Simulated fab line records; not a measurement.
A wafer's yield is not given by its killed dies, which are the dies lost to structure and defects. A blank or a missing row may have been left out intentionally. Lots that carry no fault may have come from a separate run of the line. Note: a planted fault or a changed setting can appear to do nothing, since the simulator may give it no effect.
Which tool did it? ; flow n5-finfet ; Sampling: 11 lots, 33 wafers, 2 of 1938 route steps

== WHAT EACH GAUGE READ, for each wafer ==
N5_BEOL_M6_THK_MEAS_01.
lot;measured;on;M6_ILD_THK (nm)
L255;day 8 04:41;film-metro-02;153.8 152.6 155.8
L259;day 9 00:21;film-metro-02;154.6 154.8 157.8
L258;day 9 01:41;film-metro-02;151.9 154.9 157.4
L270;day 12 02:20;film-metro-01;154.6 158.8 158.9
L271;day 12 05:31;film-metro-02;154.1 153.6 154.2
L272;day 13 02:35;film-metro-01;152.2 154.1 154.9
L273;day 13 07:08;film-metro-02;154.7 155.1 158.0
L275;day 13 10:44;film-metro-01;152.4 154.7 155.2
L274;day 13 12:03;film-metro-02;155.1 158.4 159.3
L276;day 14 03:26;film-metro-01;153.6 153.9 153.6
L278;day 14 08:00;film-metro-02;153.7 157.2 154.3

== WHICH TOOL RAN EACH LOT (tool, then ch and the chambers of the sampled wafers, then the start) ==
lot;N5_BEOL_M6_CURE_74
L255;uv-cure-03 ch 2, day 8 04:16
L259;uv-cure-03 ch 2, day 8 23:21
L258;uv-cure-01 ch 0, day 9 01:09
L270;uv-cure-01 ch 0, day 12 01:49
L271;uv-cure-03 ch 0, day 12 05:00
L272;uv-cure-03 ch 0, day 13 02:09
L273;uv-cure-02 ch 2, day 13 06:38
L275;uv-cure-03 ch 0, day 13 10:17
L274;uv-cure-02 ch 0, day 13 11:37
L276;uv-cure-02 ch 0, day 14 02:56
L278;uv-cure-03 ch 0, day 14 07:00
- N5_BEOL_M6_CURE_74: cures SiCOH lowk, time 240 s.

== THE ANSWER, worked out from the rows above alone ==
Rule: what is usual is taken from the lots themselves. Put in order of their means at a reading, lots are off if they are a third of the lots or fewer, leave a main group of 4 or more, and stand apart from it by a gap of 3 or more times the standard deviation of the main group's means; of several such gaps the widest counts. Not used: any main group whose means are identical at the precision the tables above print for the reading. Also off: a lot with no number at a reading for which 4 or more lots have one. Any other lot the step has rows for is counted as sound.
Nothing can be told from this: no lot is off at any reading shown.

== WHAT THE SIMULATOR HAD PUT IN ==
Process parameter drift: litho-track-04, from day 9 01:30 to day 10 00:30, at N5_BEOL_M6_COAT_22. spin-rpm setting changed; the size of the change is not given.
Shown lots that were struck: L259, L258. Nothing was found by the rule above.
